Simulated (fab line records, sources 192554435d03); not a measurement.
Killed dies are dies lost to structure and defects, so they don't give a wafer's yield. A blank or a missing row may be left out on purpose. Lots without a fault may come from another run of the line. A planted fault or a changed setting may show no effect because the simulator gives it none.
Chamber matching | flow n5_finfet | N5_BEOL_M7_DESCUM_33 on rie_diel-01: 4 sister chambers
The step chemistry O2, time 7 s. 8 wafers are shown with their chamber, then 9 later ones without.

WAFERS WITH THEIR CHAMBER
wafer  | chamber | showerhead_plenum_p_Torr (Torr) | drypump_motor_current_A (A)
L080.6 | 2       | 2.16                            | 5.7
L084.5 | 0       | 2.02                            | 5.1
L086.1 | 2       | 2.16                            | 5.7
L086.4 | 1       | 2.05                            | 5.9
L086.5 | 3       | 2.20                            | 6.2
L088.1 | 1       | 2.05                            | 6.0
L088.2 | 0       | 2.01                            | 5.1
L088.4 | 3       | 2.20                            | 6.2

WAFERS WITHOUT THEIR CHAMBER
wafer  | showerhead_plenum_p_Torr (Torr) | drypump_motor_current_A (A)
L091.4 | 2.16                            | 5.6
L091.5 | 2.04                            | 5.9
L091.6 | 2.01                            | 5.1
L093.1 | 2.01                            | 5.1
L093.4 | 2.04                            | 6.0
L093.5 | 2.16                            | 5.7
L095.1 | 2.15                            | 5.6
L095.3 | 2.04                            | 6.0
L095.6 | 2.15                            | 5.7

WHICH CHAMBER EACH WENT THROUGH
wafer  | from the rows above | in truth
L091.4 | 2                   | 2
L091.5 | 1                   | 1
L091.6 | 0                   | 0
L093.1 | 0                   | 0
L093.4 | 1                   | 1
L093.5 | 2                   | 2
L095.1 | 2                   | 2
L095.3 | 1                   | 1
L095.6 | 2                   | 2
Placed correctly: 9 of 9. Can't be placed from these rows: 0. Placed wrongly: 0.
How it was worked out, from the rows above alone: a wafer's distance from a chamber is the root of the sum, over the readings, of the square of ((its reading less the chamber's mean) divided by the reading's scatter). The wafer belongs to the nearest chamber; if the next one is less than 2 further off, it can't be placed. A chamber's mean is the mean of its shown wafers. The scatter: the root of (the sum of the squares of (reading less its chamber's mean) over the shown wafers, divided by (wafers less chambers)).
